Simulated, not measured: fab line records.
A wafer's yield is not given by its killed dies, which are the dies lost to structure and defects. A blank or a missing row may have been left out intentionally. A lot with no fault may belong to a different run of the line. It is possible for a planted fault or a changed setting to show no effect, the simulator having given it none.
Chamber matching | flow n5_finfet | N5_BEOL_M2_VIA_ETCH_34 on rie_diel-02: 4 sister chambers
The step etches the open film in C4F6/O2, target depth 69.4 nm, time 65.9 s. 4 wafers are shown with their chamber, then 7 later ones without.

## WAFERS PAIRED WITH THEIR CHAMBERS
wafer  | chamber | showerhead_plenum_p_Torr (Torr)
L077.1 | 3       | 2.80
L080.5 | 2       | 2.93
L081.1 | 0       | 2.83
L081.2 | 1       | 2.98

## WAFERS WITH NO CHAMBER GIVEN
wafer  | showerhead_plenum_p_Torr (Torr)
L081.5 | 2.83
L085.2 | 2.92
L085.4 | 2.97
L085.6 | 2.92
L095.2 | 2.91
L095.3 | 2.78
L095.4 | 2.96

## WHICH CHAMBER EACH WENT THROUGH
wafer  | from the rows above     | in truth
L081.5 | 0                       | 0
L085.2 | 2                       | 2
L085.4 | 1                       | 1
L085.6 | 2                       | 2
L095.2 | 2                       | 2
L095.3 | 3                       | 3
L095.4 | can't be placed: 1 or 2 | 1
Correctly placed: 6 of 7. Cannot be placed on the basis of these rows: 1; the candidates contain the true chamber in 1. 0 placed wrongly.
How it was worked out, from the rows above alone: a wafer's distance from a chamber is the root of the sum, over the readings, of the square of ((its reading less the chamber's mean) divided by the reading's scatter). If the next closest chamber is less than 2 further off than the closest, the wafer can't be placed; otherwise it belongs to the closest. Each chamber's mean is taken over the wafers shown for it. The scatter: with one shown wafer a chamber, the root of the mean of the squares of how far each hidden wafer lies from its nearest shown one.
